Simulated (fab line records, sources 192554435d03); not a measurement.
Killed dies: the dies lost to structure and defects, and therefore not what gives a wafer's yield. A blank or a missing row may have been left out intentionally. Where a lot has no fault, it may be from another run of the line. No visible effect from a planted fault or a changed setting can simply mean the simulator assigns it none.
Problem report, 8D (eight disciplines) form, completed by code | flow n5_finfet | the parts of the form that need people (team, actions taken, sign-off) are left out

## 1. PROBLEM STATEMENT
thk_nm at N5_SD_EPI_P_EPI_MEAS_23 reads a mean of 49.9 nm on 2 wafers of 2 lots; wafers without a fault read 61.4 nm with a standard deviation of 1.2. That is -9.6 standard deviations from the usual mean.
Seen first at day 5 09:26 on film_metro-02, wafer L623.3. Wafers with a number at this step in the record: 40, from 14 lots. The rule behind "out" and "out of limits": a value lying over 4 standard deviations away from the usual mean. The rest of the wafers with a number are treated as sound.

## 2. WHAT IT IS, WHAT IT ISN'T
question                    | is               | is not
which readings at this step | thk_nm           | -
which lots                  | L623, L625       | L615, L616, L617, L618, L620, L629, L632, L633, L635, L636, L637, L638
which wafers of those lots  | L623.3, L625.3   | L623.4, L625.6
read on which gauges        | film_metro-02    | film_metro-01
when                        | from day 5 09:26 | up to then (16 sound wafers); but 22 sound wafers of L625, L629, L632, L633, L635, L636, L637, L638 came after

## 3. SUSPECTS, AND WHAT RULES EACH OUT
Counting: any tool at a process step up to the reading remains a suspect provided it ran every lot that is out. Sound lots after the first of them don't rule it out here, since some wafers of a struck lot are sound.
- the gauge at N5_SD_EPI_P_EPI_MEAS_23 has been ruled out. All the wafers that are out were read on film_metro-02, but those of them that N5_BEOL_M4_RC_MEAS_101 has rows for are out there too, on other tools.
- epi_rpcvd-02 at N5_SD_EPI_P_PRECLEAN_51 (cleans in NF3:NH3, afs cycles 1, time 20 s, sublimation time 60 s): kept. Every lot that is out went through it, the first being L623 (day 5 06:55); the last sound lot it ran before that was L620 (day 4 13:50).
Remaining after the count: epi_rpcvd-02 at N5_SD_EPI_P_PRECLEAN_51.

## 4. THE CAUSE (what the simulator had put in)
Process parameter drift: epi_rpcvd-02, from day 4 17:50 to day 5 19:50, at N5_SD_EPI_P_PRECLEAN_51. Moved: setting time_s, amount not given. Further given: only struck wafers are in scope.
The count eliminated every tool but this one.

## 5. THE EFFECT CHAIN, in route order
Each row: a reading whose mean over the struck wafers that have a number lies more than 3 standard deviations from the usual. Only readings for which the record gives a usual standard deviation are gone through. hours: the time from each lot's start at the first step in this table that gives one to its start at this step, as a median over the lots. sigmas: the change in usual standard deviations.
hours | step                        | reading     | usual          | on struck wafers | change    | sigmas
0     | N5_SD_EPI_P_EPI_MEAS_23     | thk_nm      | 61.4 nm        | 49.9             | -11.5     | -9.6
1     | N5_SD_ACTIVATION_RS_MEAS_03 | RS_SD_P     | 56.1 ohm/sq    | 69.0             | +12.9     | +16
115   | N5_BEOL_M4_RC_MEAS_101      | IOFF_P      | 0.219 nA/um    | 0.125            | -0.094    | -3.2
115   | N5_BEOL_M4_RC_MEAS_101      | IOFF_P_85C  | 3.8 nA/um      | 2.3              | -1.5      | -3.5
115   | N5_BEOL_M4_RC_MEAS_101      | IOFF_P_LIN  | 0.103 nA/um    | 0.060            | -0.042    | -3.5
115   | N5_BEOL_M4_RC_MEAS_101      | IOFF_P_LONG | 0.000105 nA/um | 0.000139         | +0.000034 | +3.7
115   | N5_BEOL_M4_RC_MEAS_101      | ION_P       | 464 uA/um      | 416              | -48       | -7.7
115   | N5_BEOL_M4_RC_MEAS_101      | REXT_P      | 100.2 ohm.um   | 145.2            | +45.0     | +24
115   | N5_BEOL_M4_RC_MEAS_101      | RS_SD_P     | 65.8 ohm/sq    | 81.1             | +15.3     | +15
115   | N5_BEOL_M4_RC_MEAS_101      | VT_P        | -250 mV        | -264             | -14       | -4.7
115   | N5_BEOL_M4_RC_MEAS_101      | VT_P_LVT    | -98.3 mV       | -112.9           | -14.6     | -6.3
Readings that are blank on the struck wafers while sound wafers have them: rf_fwd_power_W at N5_SD_EPI_P_PRECLEAN_51.

## 6. WHAT WOULD HAVE CAUGHT IT SOONER
Counted from the fault's start at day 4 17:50, it took 16 hours until the first out-of-limits reading at a measuring or inspecting step in this record, taken at day 5 09:26.
At N5_SD_EPI_P_PRECLEAN_51 the tool's readings are blank on the struck wafers, where sound wafers have them: an empty tool record is the first sign, and it was there at once.
Among the 2 lots that are out, L625 began N5_SD_EPI_P_PRECLEAN_51 on epi_rpcvd-02 after day 5 09:26. It would have been spared by a hold on the tool at that moment.
